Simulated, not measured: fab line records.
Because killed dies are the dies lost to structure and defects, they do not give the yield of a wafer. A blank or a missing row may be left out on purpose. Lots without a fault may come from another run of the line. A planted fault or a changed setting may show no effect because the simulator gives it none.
fab line records	flow n5-finfet
record: lots: 11	wafers: 28	last-day: 18
route steps=1938 shown BEOL_M4@1111 BEOL_M12@1634 PASSIVATION@1936
lots with no fault: from the same line, run without faults
start-h: hours from the record's opening day to when the first of the lot's shown wafers began	wait-h: hours from the lot's prior step to this one	" as in the row above	L1.1+2: one row covering several wafers at once	- value missing, or start not given	* or withheld: withheld	< > ~ a bound
route shown NAME@n: a module of which the file shows steps, and the number in the route of the first	usual: mean/standard deviation taken from wafers without a fault	same: alike in all rows	chamber/n: place in a boat	sites: per-site readings	_std_site: standard deviation of those values	_edge_site: outer sites' mean less inner sites'	radius-mm: for every site, how far away it sits from the centre of the wafer	mask NAME#n: copy n	behind: the most recent tool/chamber to have shaped the wafer	hold: what put the lot on hold/how long, in hours/how the hold closed	device: which transistor (n, p or np) failed to switch	end of line: tests run on the same wafers once the route is complete	where a step has no rows: the recipe by itself	killed: at the first sort, the dies lost to defects and structure; wafer yield is something else	map: shows each die of a wafer: x if killed, . if not, _ if none is there
set.NAME: the setting as run; set.NAME@STEP: as run at that earlier step	model.NAME: the simulator's own value behind a step, which no gauge read
the route's steps for a sample of lots (tables are steps, rows are wafers)
services: a tool's chamber out of use, with start hour (start-h, from the record's first day; less than 0 if before it), hours out, and reason
== steps ==
step: N5_BEOL_M4_RC_MEAS_101
usual: DIBL_N: 36.3/1.7	DIBL_P: 36.0/1.9	IOFF_N: 0.156/0.028	IOFF_P: 0.21/0.036	ION_N: 675/11	ION_P: 463/7.8	SS_N: 71.6/0.59	SS_P: 73.2/0.63	VT_N: 250/3.1	VT_P: -251/3.4
lot.wafer	tool	chamber	start-h	wait-h	DIBL_N[mV/V]	DIBL_P[mV/V]	IOFF_N[nA/um]	IOFF_P[nA/um]	ION_N[uA/um]	ION_P[uA/um]	SS_N[mV/dec]	SS_P[mV/dec]	VT_N[mV]	VT_P[mV]
L921.2	prober-02	0	161.97	0.9	32.5	34.3	0.114	0.16	661	455	71.2	72.2	252	-255
L921.3	"	0	"	"	34.3	35.3	0.124	0.17	671	459	71.5	72.8	251	-252
L921.6	"	0	"	"	35.5	36.1	0.148	0.19	671	457	72.2	73.0	248	-252
L923.2	prober-01	0	175.46	0.2	36.3	36.5	0.166	0.22	681	471	72.3	73.6	250	-249
L923.5	"	0	"	"	35.4	36.5	0.161	0.21	682	468	72.3	72.4	246	-252
L924.2	prober-02	0	184.73	0.2	38.1	37.9	0.190	0.24	682	470	71.2	73.5	248	-252
L924.4	"	0	"	"	34.3	32.5	0.127	0.17	680	463	70.5	72.5	251	-256
L924.5	"	0	"	"	36.9	36.6	0.170	0.22	688	466	71.9	73.9	250	-253
L929.1	prober-02	0	204.67	0.0	34.3	33.6	0.128	0.17	674	460	70.8	72.6	253	-251
L929.2	"	0	"	"	34.4	34.0	0.122	0.17	663	451	71.3	73.4	252	-254
L929.4	"	0	"	"	38.4	38.9	0.192	0.25	678	458	72.2	74.0	247	-249
L935.1	prober-02	0	248.31	0.0	36.5	37.7	0.165	0.19	676	454	72.8	72.5	252	-251
L935.2	"	0	"	"	36.7	37.9	0.153	0.19	670	458	71.7	73.7	251	-252
L935.4	"	0	"	"	38.2	39.8	0.193	0.23	677	462	71.7	73.6	246	-251
L934.1	prober-02	0	250.83	0.0	36.5	35.3	0.171	0.25	693	481	72.3	73.4	246	-245
L934.5	"	0	"	"	37.8	36.9	0.193	0.27	691	480	72.7	74.0	246	-246
L934.6	"	0	"	"	39.0	38.3	0.215	0.31	697	481	72.8	73.8	245	-243
L936.2	prober-01	0	253.39	0.2	34.1	36.0	0.121	0.21	667	466	70.9	73.4	255	-247
L936.5	"	0	"	"	37.0	38.6	0.166	0.26	679	474	72.2	74.2	252	-245
L937.4	prober-01	0	255.93	0.5	40.2	41.1	0.209	0.23	693	466	72.1	74.6	249	-250
L937.6	"	0	"	"	36.7	37.4	0.144	0.17	678	462	70.8	72.9	253	-254
L938.1	prober-02	0	261.07	0.0	34.7	35.2	0.133	0.18	671	453	71.5	73.1	253	-251
L938.2	"	0	"	"	34.9	35.9	0.141	0.19	669	463	71.5	73.3	252	-254
L938.4	"	0	"	"	35.6	35.2	0.151	0.18	667	458	71.8	73.2	254	-253
L939.3	prober-01	0	272.47	0.3	37.2	37.6	0.184	0.22	696	467	72.2	74.1	248	-251
L939.6	"	0	"	"	37.4	36.7	0.170	0.21	676	463	71.3	73.6	248	-248
L944.4	prober-01	0	320.54	0.5	36.5	35.5	0.142	0.22	667	466	71.1	72.7	250	-247
L944.6	"	0	"	"	41.0	40.2	0.249	0.32	689	478	72.7	74.6	242	-245
step: N5_BEOL_M12_INSPECT_30
recipe: mode: adi	inspect-instrument: macro
usual: raw-defect-count: 1.7/1.3
lot.wafer	tool	chamber	start-h	wait-h	raw-defect-count
L921.2	defect-inspect-02	-	229.14	0.0	4
L921.3	"	-	"	"	0
L921.6	"	-	"	"	2
L923.2	defect-inspect-01	-	237.05	0.0	3
L923.5	"	-	"	"	1
L924.2	defect-inspect-02	-	254.31	0.0	3
L924.4	"	-	"	"	1
L924.5	"	-	"	"	1
L929.1	defect-inspect-02	-	266.00	0.0	1
L929.2	"	-	"	"	0
L929.4	"	-	"	"	1
L936.2	defect-inspect-01	-	321.11	0.0	1
L936.5	"	-	"	"	1
L935.1	defect-inspect-01	-	321.49	0.0	1
L935.2	"	-	"	"	2
L935.4	"	-	"	"	2
L934.1	defect-inspect-02	-	323.07	0.0	2
L934.5	"	-	"	"	2
L934.6	"	-	"	"	1
L938.1	defect-inspect-02	-	327.40	0.0	0
L938.2	"	-	"	"	2
L938.4	"	-	"	"	1
L937.4	defect-inspect-01	-	329.77	0.0	0
L937.6	"	-	"	"	1
L939.3	defect-inspect-01	-	343.44	0.0	3
L939.6	"	-	"	"	1
L944.4	defect-inspect-02	-	387.13	0.0	4
L944.6	"	-	"	"	2
step: N5_BEOL_M12_OCD_MEAS_35
usual: trench-depth-nm: 319/5.6
lot.wafer	tool	chamber	start-h	wait-h	trench-depth-nm
L921.2	ocd-01	-	229.91	0.0	321
L921.3	"	-	"	"	318
L921.6	"	-	"	"	325
L923.2	ocd-01	-	237.83	0.0	321
L923.5	"	-	"	"	310
L924.2	ocd-02	-	254.86	0.0	316
L924.4	"	-	"	"	317
L924.5	"	-	"	"	322
L929.1	ocd-01	-	266.69	0.0	316
L929.2	"	-	"	"	329
L929.4	"	-	"	"	318
L936.2	ocd-01	-	321.66	0.0	327
L936.5	"	-	"	"	317
L935.1	ocd-02	-	322.04	0.0	309
L935.2	"	-	"	"	318
L935.4	"	-	"	"	312
L934.1	ocd-02	-	323.63	0.0	323
L934.5	"	-	"	"	329
L934.6	"	-	"	"	315
L938.1	ocd-01	-	327.96	0.0	320
L938.2	"	-	"	"	310
L938.4	"	-	"	"	320
L937.4	ocd-02	-	330.34	0.0	318
L937.6	"	-	"	"	319
L939.3	ocd-02	-	343.99	0.0	320
L939.6	"	-	"	"	322
L944.4	ocd-01	-	387.69	0.0	314
L944.6	"	-	"	"	328
step: N5_BEOL_M12_SPUTTER_44
recipe: material: Ta	target-thk-a: 100	temp-c: 50	bias-v: 80	power-w: 15000	chamber-pressure-pa: 0.07	time-s: 16.13
usual: bias-v: 80.0/0.86	cathode-dc-power-W: 15000/2.6	susceptor-temp-C: 50.00/0.11	throttle-valve-pct: 30.2/0.98
lot.wafer	tool	chamber	start-h	wait-h	bias-v	cathode-dc-power-W	susceptor-temp-C	throttle-valve-pct
L921.2	pvd-sputter-01	-	230.53	0.0	79.9	15000	50.04	31.4
L921.3	"	-	"	"	80.3	15003	50.03	30.3
L921.6	"	-	"	"	78.5	14999	50.00	31.0
L923.2	pvd-sputter-02	-	244.25	0.0	79.2	14998	50.20	30.7
L923.5	"	-	"	"	79.8	15002	49.95	30.7
L924.2	pvd-sputter-02	-	257.57	0.0	79.8	15003	49.98	31.1
L924.4	"	-	"	"	79.6	14997	50.00	30.6
L924.5	"	-	"	"	80.9	15001	50.13	29.2
L929.1	pvd-sputter-02	-	268.35	0.0	80.2	15001	50.08	29.3
L929.2	"	-	"	"	79.7	15000	50.27	31.1
L929.4	"	-	"	"	79.8	15003	49.98	30.5
L936.2	pvd-sputter-02	-	324.02	0.0	80.4	15000	50.06	29.3
L936.5	"	-	"	"	80.9	15000	50.15	30.7
L935.1	pvd-sputter-01	-	324.50	0.0	-	-	-	-
L935.2	"	-	"	"	-	-	-	-
L935.4	"	-	"	"	-	-	-	-
L934.1	pvd-sputter-02	-	324.66	0.0	-	-	-	-
L934.5	"	-	"	"	-	-	-	-
L934.6	"	-	"	"	-	-	-	-
L938.1	pvd-sputter-02	-	329.95	0.0	79.7	14999	50.00	31.2
L938.2	"	-	"	"	80.4	15004	50.04	29.3
L938.4	"	-	"	"	79.9	14996	50.02	29.6
L937.4	pvd-sputter-03	-	333.95	0.0	79.5	15001	50.18	29.3
L937.6	"	-	"	"	80.4	14997	50.09	28.4
L939.3	pvd-sputter-01	-	344.49	0.0	80.0	14997	49.94	30.6
L939.6	"	-	"	"	79.9	14999	49.92	30.3
L944.4	pvd-sputter-03	-	390.31	0.0	79.4	14996	50.15	29.6
L944.6	"	-	"	"	79.0	15001	49.96	30.1
step: N5_BEOL_M12_CMP_49
recipe: stop-on: SiOC	t-overpolish-s: 20.6	down-force-psi: 1	platen-rpm: 50	clearing-platen-down-force-psi: 1.5	clearing-platen-rpm: 50	post-cmp-clean: cu-alkaline	target-thk-nm: 320	clearing-platen-pad-velocity-m-s: 0.99484	pad-velocity-m-s: 0.99484
usual: barrier-field-endpoint-s: 30.6/0.8	motor-current-A: 6.1/0.46	retaining-ring-pressure-frac: 0.999/0.0047
lot.wafer	tool	chamber	start-h	wait-h	barrier-field-endpoint-s	motor-current-A	retaining-ring-pressure-frac
L921.2	cmp-04	2	231.17	0.2	30.7	6.2	1.003
L921.3	"	3	"	"	29.9	6.0	0.996
L921.6	"	2	"	"	31.2	6.2	0.998
L923.2	cmp-03	3	244.98	0.3	29.8	6.3	0.996
L923.5	"	3	"	"	30.8	6.2	0.994
L924.4	cmp-04	2	258.47	0.2	31.1	6.2	0.994
L924.2	"	3	"	"	30.6	6.2	1.000
L924.5	"	1	"	"	30.1	6.5	0.997
L929.2	cmp-01	2	269.06	0.2	29.9	5.9	1.004
L929.1	"	3	"	"	30.7	6.3	1.005
L929.4	"	1	"	"	30.6	5.6	1.004
L936.2	cmp-04	3	324.75	0.3	30.0	6.1	0.995
L936.5	"	2	"	"	31.1	6.5	0.991
L935.2	cmp-03	2	325.14	0.2	17.7	6.8	0.996
L935.1	"	0	"	"	18.9	5.9	0.999
L935.4	"	1	"	"	18.8	6.1	0.999
L934.1	cmp-01	3	325.52	0.4	17.5	6.2	0.997
L934.5	"	0	"	"	17.6	5.1	0.998
L934.6	"	1	"	"	18.3	5.6	0.993
L938.2	cmp-04	3	330.59	0.2	31.0	6.2	1.007
L938.1	"	0	"	"	30.0	6.2	0.992
L938.4	"	1	"	"	31.1	6.4	0.996
L937.4	cmp-01	0	334.58	0.1	28.9	5.1	0.996
L937.6	"	1	"	"	29.2	5.7	1.000
L939.3	cmp-03	3	345.17	0.2	30.7	6.2	0.997
L939.6	"	3	"	"	30.3	6.0	0.998
L944.4	cmp-03	3	391.31	0.2	31.4	6.3	1.000
L944.6	"	1	"	"	32.2	6.6	1.004
step: N5_BEOL_M12_RS_MEAS_54
recipe: thk-meas-gauge: four-point-probe	reads: Cu_of_BEOL_M12_ECD_47+Ta_of_BEOL_M12_SPUTTER_44+TaN_of_BEOL_M12_SPUTTER_43
usual: M12_RS: 0.0600/0.0011
lot.wafer	tool	chamber	start-h	wait-h	M12_RS[ohm/sq]
L921.2	film-metro-01	-	231.59	0.0	0.0596
L921.3	"	-	"	"	0.0603
L921.6	"	-	"	"	0.0591
L923.2	film-metro-02	-	245.37	0.0	0.0595
L923.5	"	-	"	"	0.0616
L924.2	film-metro-01	-	258.86	0.0	0.0605
L924.4	"	-	"	"	0.0602
L924.5	"	-	"	"	0.0593
L929.1	film-metro-01	-	269.48	0.0	0.0604
L929.2	"	-	"	"	0.0583
L929.4	"	-	"	"	0.0599
L936.2	film-metro-01	-	325.10	0.0	0.0583
L936.5	"	-	"	"	0.0602
L935.1	film-metro-02	-	325.56	0.0	0.0599
L935.2	"	-	"	"	0.0582
L935.4	"	-	"	"	0.0591
L934.1	film-metro-02	-	325.83	0.0	0.0576
L934.5	"	-	"	"	0.0565
L934.6	"	-	"	"	0.0588
L938.1	film-metro-01	-	331.01	0.0	0.0599
L938.2	"	-	"	"	0.0620
L938.4	"	-	"	"	0.0598
L937.4	film-metro-02	-	335.03	0.1	0.0605
L937.6	"	-	"	"	0.0598
L939.3	film-metro-02	-	345.58	0.0	0.0594
L939.6	"	-	"	"	0.0594
L944.4	film-metro-02	-	391.62	0.0	0.0610
L944.6	"	-	"	"	0.0580
step: N5_PASSIVATION_PROBE_49
usual: defect-limited-yield: 91.5/1.5	killed_at_M0_to_M3: 30/11	killed_at_M4_up: 13/4.9	killed-at-contacts: 14/6.5	killed-at-front-end: 40/11	killed-at-other: 3.3/2.7	killed-dies: 100/18	killed-on-rim: 13/3.8	killed-open: 67/14	killed-short: 32/7.8	sort_bin_5_function: 5.0/0.97	sort_bin_6_memory: 3.2/0.75	sort-n-pass: 1080/18	sort-yield-pct: 91.5/1.5
same: gross-dies: 1180	killed-at-back-side: 0	sort_bin_4_leakage[%]: 0	sort_bin_8_speed[%]: 0
lot.wafer	tool	chamber	start-h	wait-h	defect-limited-yield[%]	killed_at_M0_to_M3	killed_at_M4_up	killed-at-contacts	killed-at-front-end	killed-at-other	killed-dies	killed-on-rim	killed-open	killed-short	sort_bin_5_function[%]	sort_bin_6_memory[%]	sort-n-pass	sort-yield-pct[%]
L921.2	prober-01	-	262.72	0.1	93.6	27	10	11	25	2	75	12	44	30	4.0	2.3	1105	93.6
L921.3	prober-01	-	262.77	0.1	94.4	22	5	10	22	7	66	3	41	25	3.9	1.7	1114	94.4
L921.6	prober-01	-	262.92	0.3	92.7	29	12	7	32	6	86	15	53	31	4.0	2.9	1094	92.7
L923.2	prober-02	-	283.26	0.1	92.9	26	11	10	35	2	84	11	57	26	4.2	2.8	1096	92.9
L923.5	prober-02	-	283.41	0.2	92.2	26	3	12	47	4	92	9	63	28	4.1	3.3	1088	92.2
L924.2	prober-01	-	300.23	0.1	93.0	24	7	18	32	2	83	15	51	30	4.0	2.8	1097	93.0
L924.4	prober-01	-	300.33	0.2	90.3	48	9	18	32	8	115	10	81	31	4.9	4.4	1065	90.3
L924.5	prober-01	-	300.38	0.2	90.3	48	11	25	30	0	114	17	88	24	6.0	3.3	1066	90.3
L929.1	prober-01	-	308.48	0.0	92.3	29	17	6	36	3	91	12	64	27	5.1	2.5	1089	92.3
L929.2	prober-01	-	308.53	0.1	92.5	34	11	14	28	2	89	9	66	23	5.2	2.1	1091	92.5
L929.4	prober-01	-	308.63	0.2	90.2	29	19	15	52	1	116	21	73	35	5.8	3.0	1064	90.2
L936.2	prober-02	-	365.97	0.1	90.3	57	7	9	39	2	114	14	68	46	4.9	4.3	1066	90.3
L936.5	prober-02	-	366.12	0.2	93.2	26	16	13	23	2	80	5	54	26	3.9	2.6	1100	93.2
L938.1	prober-01	-	366.53	0.0	91.6	25	7	11	50	6	99	12	65	29	4.7	2.6	1081	91.6
L938.2	prober-01	-	366.58	0.1	90.8	34	13	8	52	2	109	14	75	32	5.0	3.9	1071	90.8
L938.4	prober-01	-	366.68	0.2	93.6	23	9	10	32	2	76	12	54	21	4.3	1.9	1104	93.6
L935.1	prober-01	-	369.01	0.0	82.6	13	126	10	54	2	205	60	70	26	13.9	3.3	975	82.6
L935.2	prober-01	-	369.06	0.1	84.2	16	118	13	35	5	187	54	55	26	13.1	2.2	993	84.2
L935.4	prober-01	-	369.16	0.2	82.9	26	123	6	47	0	202	13	63	27	14.1	3.1	978	82.9
L937.4	prober-02	-	370.66	0.9	90.8	32	18	5	49	5	109	12	65	43	5.0	3.7	1071	90.8
L937.6	prober-02	-	370.76	1.0	89.1	36	30	9	50	4	129	15	91	37	6.8	3.6	1051	89.1
L934.1	prober-01	-	370.99	0.0	82.3	24	116	23	43	3	209	53	89	17	14.0	3.5	971	82.3
L934.5	prober-01	-	371.19	0.2	83.0	29	122	7	43	0	201	11	68	28	13.6	3.2	979	83.0
L934.6	prober-01	-	371.24	0.3	82.8	33	114	11	40	5	203	59	75	28	13.6	3.5	977	82.8
L939.3	prober-01	-	379.55	0.1	92.8	23	6	9	40	7	85	12	42	41	4.7	1.9	1095	92.8
L939.6	prober-01	-	379.70	0.3	94.4	11	12	11	30	2	66	10	39	27	3.1	2.2	1114	94.4
L944.4	prober-02	-	422.87	0.2	92.0	27	14	7	43	3	94	12	68	26	4.5	3.1	1086	92.0
L944.6	prober-02	-	422.97	0.3	89.9	38	18	6	52	5	119	16	85	33	6.1	3.9	1061	89.9
killed by level:class
L921.2 BEOL_M2:geometric-particle:open=7 MOL_CONTACT_COAG:geometric-particle:open=6 BEOL_M0_SAQP:geometric-particle:open=6 STI_FIN_REVEAL:geometric-particle:open=5 MOL_CONTACT_COAG:geometric-particle:short=5 BEOL_M0_SAQP:geometric-particle:short=5 FIN_SAQP:geometric-particle:short=4 STI_FIN_REVEAL:geometric-particle:short=3
L921.3 MOL_CONTACT_COAG:geometric-particle:open=8 BEOL_M1:geometric-particle:short=6 STI_FIN_REVEAL:geometric-particle:open=5 ILD0:geometric-particle:open=4 BEOL_M0_SAQP:geometric-particle:short=3 BEOL_M2:geometric-particle:open=3 BEOL_M3:geometric-particle:open=3 BEOL_M5:geometric-particle:open=3
L921.6 GATE_CUT:geometric-particle:short=8 MOL_CONTACT_COAG:geometric-particle:open=6 BEOL_M2:geometric-particle:open=6 BEOL_M3:geometric-particle:open=6 BEOL_M1:geometric-particle:open=5 FIN_SAQP:geometric-particle:short=4 DUMMY_GATE:geometric-particle:open=4 BEOL_M0_SAQP:geometric-particle:open=4
L923.2 FIN_SAQP:geometric-particle:open=12 BEOL_M0_SAQP:geometric-particle:short=10 STI_FIN_REVEAL:geometric-particle:open=9 BEOL_M0_SAQP:geometric-particle:open=9 MOL_CONTACT_COAG:geometric-particle:open=8 FIN_SAQP:geometric-particle:short=6 BEOL_M3:geometric-particle:open=6 BEOL_M4:geometric-particle:open=6
L923.5 FIN_SAQP:geometric-particle:open=16 BEOL_M1:geometric-particle:open=8 MOL_CONTACT_COAG:geometric-particle:open=8 FIN_SAQP:geometric-particle:short=7 STI_FIN_REVEAL:geometric-particle:open=6 BEOL_M3:geometric-particle:open=5 DUMMY_GATE:geometric-particle:open=4 MOL_CONTACT_COAG:geometric-particle:short=4
L924.2 MOL_CONTACT_COAG:geometric-particle:open=14 FIN_SAQP:geometric-particle:open=8 FIN_SAQP:geometric-particle:short=6 STI_FIN_REVEAL:geometric-particle:open=5 BEOL_M0_SAQP:geometric-particle:open=5 BEOL_M0_SAQP:geometric-particle:short=5 BEOL_M4:geometric-particle:open=5 MOL_CONTACT_COAG:geometric-particle:short=4
L924.4 BEOL_M1:geometric-particle:open=18 MOL_CONTACT_COAG:geometric-particle:open=15 BEOL_M0_SAQP:geometric-particle:open=10 BEOL_M0_SAQP:geometric-particle:short=6 FIN_SAQP:geometric-particle:open=5 BEOL_M3:geometric-particle:open=5 GATE_CUT:geometric-particle:open=4 GATE_CUT:geometric-particle:short=4
L924.5 MOL_CONTACT_COAG:geometric-particle:open=21 BEOL_M3:geometric-particle:open=13 BEOL_M2:geometric-particle:open=10 BEOL_M0_SAQP:geometric-particle:open=8 BEOL_M1:geometric-particle:open=8 FIN_SAQP:geometric-particle:open=4 STI_FIN_REVEAL:geometric-particle:open=4 MOL_CONTACT_COAG:geometric-particle:short=4
L929.1 FIN_SAQP:geometric-particle:short=10 BEOL_M2:geometric-particle:open=10 BEOL_M3:geometric-particle:open=9 BEOL_M6:geometric-particle:open=7 FIN_SAQP:geometric-particle:open=5 MOL_CONTACT_COAG:geometric-particle:open=5 STI_FIN_REVEAL:geometric-particle:open=4 GATE_CUT:geometric-particle:short=3
L929.2 MOL_CONTACT_COAG:geometric-particle:open=13 BEOL_M3:geometric-particle:open=10 BEOL_M2:geometric-particle:open=7 BEOL_M0_SAQP:geometric-particle:short=7 FIN_SAQP:geometric-particle:short=5 DUMMY_GATE:geometric-particle:open=4 BEOL_M1:geometric-particle:open=4 FIN_CUT:geometric-particle:short=3
L929.4 FIN_SAQP:geometric-particle:short=21 MOL_CONTACT_COAG:geometric-particle:open=14 FIN_SAQP:geometric-particle:open=10 BEOL_M2:geometric-particle:open=10 BEOL_M4:geometric-particle:open=10 BEOL_M3:geometric-particle:open=8 HKMG_FIN:area-etch=8 DUMMY_GATE:geometric-particle:open=3
L936.2 BEOL_M0_SAQP:geometric-particle:short=17 BEOL_M1:geometric-particle:open=10 FIN_SAQP:geometric-particle:open=9 BEOL_M0_SAQP:geometric-particle:open=8 FIN_SAQP:geometric-particle:short=7 BEOL_M2:geometric-particle:open=7 MOL_CONTACT_COAG:geometric-particle:open=6 STARTING-WAFER:geometric-particle:open=6
L936.5 MOL_CONTACT_COAG:geometric-particle:open=10 BEOL_M2:geometric-particle:open=6 BEOL_M0_SAQP:geometric-particle:open=6 FIN_SAQP:geometric-particle:short=5 BEOL_M0_SAQP:geometric-particle:short=5 BEOL_M4:geometric-particle:open=5 FIN_SAQP:geometric-particle:open=4 GATE_CUT:geometric-particle:short=4
L938.1 STI_FIN_REVEAL:geometric-particle:open=13 MOL_CONTACT_COAG:geometric-particle:open=9 DUMMY_GATE:geometric-particle:open=7 FIN_SAQP:geometric-particle:short=6 FIN_SAQP:geometric-particle:open=5 BEOL_M1:geometric-particle:open=5 BEOL_M0_SAQP:geometric-particle:short=5 BEOL_M2:geometric-particle:open=5
L938.2 FIN_SAQP:geometric-particle:open=21 FIN_SAQP:geometric-particle:short=9 STI_FIN_REVEAL:geometric-particle:open=9 BEOL_M1:geometric-particle:open=7 MOL_CONTACT_COAG:geometric-particle:open=6 BEOL_M3:geometric-particle:open=6 BEOL_M0_SAQP:geometric-particle:open=5 BEOL_M0_SAQP:geometric-particle:short=5
L938.4 FIN_SAQP:geometric-particle:open=9 MOL_CONTACT_COAG:geometric-particle:open=8 BEOL_M1:geometric-particle:open=7 DUMMY_GATE:geometric-particle:open=6 BEOL_M2:geometric-particle:open=5 FIN_SAQP:geometric-particle:short=4 STARTING-WAFER:geometric-particle:open=4 BEOL_M1:geometric-particle:short=4
L935.1 BEOL_M12:area-sputter=108 STI_FIN_REVEAL:geometric-particle:open=16 FIN_SAQP:geometric-particle:short=8 MOL_CONTACT_COAG:geometric-particle:open=8 FIN_SAQP:geometric-particle:open=6 GATE_CUT:geometric-particle:short=6 BEOL_M4:geometric-particle:open=6 DUMMY_GATE:geometric-particle:open=5
L935.2 BEOL_M12:area-sputter=106 MOL_CONTACT_COAG:geometric-particle:open=11 STI_FIN_REVEAL:geometric-particle:open=7 FIN_SAQP:geometric-particle:short=6 BEOL_M3:geometric-particle:open=6 FIN_SAQP:geometric-particle:open=5 GATE_CUT:geometric-particle:short=4 DUMMY_GATE:geometric-particle:open=3
L935.4 BEOL_M12:area-sputter=111 STI_FIN_REVEAL:geometric-particle:open=9 FIN_SAQP:geometric-particle:open=8 FIN_SAQP:geometric-particle:short=8 BEOL_M2:geometric-particle:open=7 GATE_CUT:geometric-particle:short=6 DUMMY_GATE:geometric-particle:open=5 GATE_CUT:geometric-particle:open=5
L937.4 FIN_SAQP:geometric-particle:short=14 FIN_SAQP:geometric-particle:open=10 STI_FIN_REVEAL:geometric-particle:open=10 BEOL_M4:geometric-particle:open=10 BEOL_M2:geometric-particle:open=6 BEOL_M0_SAQP:geometric-particle:short=5 BEOL_M1:geometric-particle:open=5 MOL_CONTACT_COAG:geometric-particle:open=4
L937.6 STI_FIN_REVEAL:geometric-particle:open=20 BEOL_M4:geometric-particle:open=17 BEOL_M0_SAQP:geometric-particle:short=10 FIN_SAQP:geometric-particle:open=9 FIN_SAQP:geometric-particle:short=9 BEOL_M3:geometric-particle:open=9 MOL_CONTACT_COAG:geometric-particle:open=8 STI_FIN_REVEAL:geometric-particle:short=5
L934.1 BEOL_M12:area-sputter=101 MOL_CONTACT_COAG:geometric-particle:open=21 STI_FIN_REVEAL:geometric-particle:open=17 FIN_SAQP:geometric-particle:open=7 BEOL_M1:geometric-particle:open=7 BEOL_M5:geometric-particle:open=6 DUMMY_GATE:geometric-particle:open=5 BEOL_M0_SAQP:geometric-particle:open=5
L934.5 BEOL_M12:area-sputter=104 STI_FIN_REVEAL:geometric-particle:open=11 BEOL_M3:geometric-particle:open=8 BEOL_M4:geometric-particle:open=8 MOL_CONTACT_COAG:geometric-particle:open=6 BEOL_M1:geometric-particle:open=6 FIN_SAQP:geometric-particle:open=5 FIN_SAQP:geometric-particle:short=5
L934.6 BEOL_M12:area-sputter=99 MOL_CONTACT_COAG:geometric-particle:open=10 FIN_SAQP:geometric-particle:open=9 FIN_SAQP:geometric-particle:short=8 STI_FIN_REVEAL:geometric-particle:open=8 BEOL_M0_SAQP:geometric-particle:open=7 BEOL_M2:geometric-particle:open=6 BEOL_M3:geometric-particle:open=6
L939.3 FIN_SAQP:geometric-particle:short=9 MOL_CONTACT_COAG:geometric-particle:open=6 BEOL_M2:geometric-particle:open=6 FIN_SAQP:geometric-particle:open=5 STARTING-WAFER:geometric-particle:short=5 STI_FIN_REVEAL:geometric-particle:open=5 GATE_CUT:geometric-particle:short=5 BEOL_M0_SAQP:geometric-particle:open=5
L939.6 FIN_SAQP:geometric-particle:short=13 MOL_CONTACT_COAG:geometric-particle:open=10 DUMMY_GATE:geometric-particle:open=7 BEOL_M4:geometric-particle:open=4 BEOL_M5:geometric-particle:open=4 DUMMY_GATE:geometric-particle:short=3 BEOL_M1:geometric-particle:short=3 FIN_SAQP:geometric-particle:open=2
L944.4 STI_FIN_REVEAL:geometric-particle:open=20 BEOL_M0_SAQP:geometric-particle:short=7 BEOL_M3:geometric-particle:open=7 BEOL_M4:geometric-particle:open=7 STI_FIN_REVEAL:geometric-particle:short=6 MOL_CONTACT_COAG:geometric-particle:open=5 BEOL_M1:geometric-particle:open=5 GATE_CUT:geometric-particle:short=4
L944.6 STI_FIN_REVEAL:geometric-particle:open=31 BEOL_M4:geometric-particle:open=12 BEOL_M0_SAQP:geometric-particle:short=11 BEOL_M0_SAQP:geometric-particle:open=9 BEOL_M1:geometric-particle:open=7 MOL_CONTACT_COAG:geometric-particle:open=5 FIN_SAQP:geometric-particle:open=4 STI_FIN_REVEAL:geometric-particle:short=4
== services ==
tool	chamber	start-h	hours	kind
cmp-01	-	210.13	3.9	repair
cmp-01	-	218.67	0.6	repair
cmp-01	-	234.27	4.8	repair
cmp-03	-	256.62	4.3	pm
cmp-04	-	266.60	13.3	pm
cmp-03	-	269.62	0.8	repair
cmp-03	-	279.65	2.3	repair
cmp-04	-	286.89	0.5	repair
cmp-01	-	287.82	4.0	pm
pvd-sputter-03	-	291.12	9.5	repair
cmp-01	-	291.82	-	consumable-replace:conditioner
cmp-01	-	291.82	-	consumable-replace:pad
cmp-04	-	298.80	0.6	repair
cmp-03	-	302.56	0.2	repair
cmp-04	-	332.24	4.0	pm
cmp-01	-	370.94	4.2	repair
pvd-sputter-01	-	384.44	2.7	repair
pvd-sputter-02	-	384.47	0.7	repair
== key ==
first-sign: step: N5_BEOL_M12_SPUTTER_44	reading: tool-record	direction: missing
effect: step: N5_BEOL_M12_CMP_49	reading: barrier-field-endpoint-s	direction: down	sigmas: 16	usual: 30.6	struck: 18.1
effect: step: N5_BEOL_M12_RS_MEAS_54	reading: M12_RS	direction: down	sigmas: 1.6	usual: 0.0600	struck: 0.0583
effect: step: N5_PASSIVATION_PROBE_49	reading: killed_at_M4_up	direction: up	sigmas: 22	usual: 13	struck: 120
more-kills-born-at: N5_BEOL_M12_SPUTTER_44@pvd-sputter-01: 326	N5_BEOL_M12_SPUTTER_44@pvd-sputter-02: 308
met-at N5_BEOL_M12_SPUTTER_44
struck-lots L934,L935
not-acting-at N5_BEOL_M12_INSPECT_30,N5_BEOL_M12_OCD_MEAS_35,N5_BEOL_M12_RS_MEAS_54
onset-between 268.35 324.50
fault: kind: skipped-step-whole	tool: pvd-sputter-01,pvd-sputter-02	chamber: -	onset-h: 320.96	steps: N5_BEOL_M12_SPUTTER_44	scope: struck-lots-only
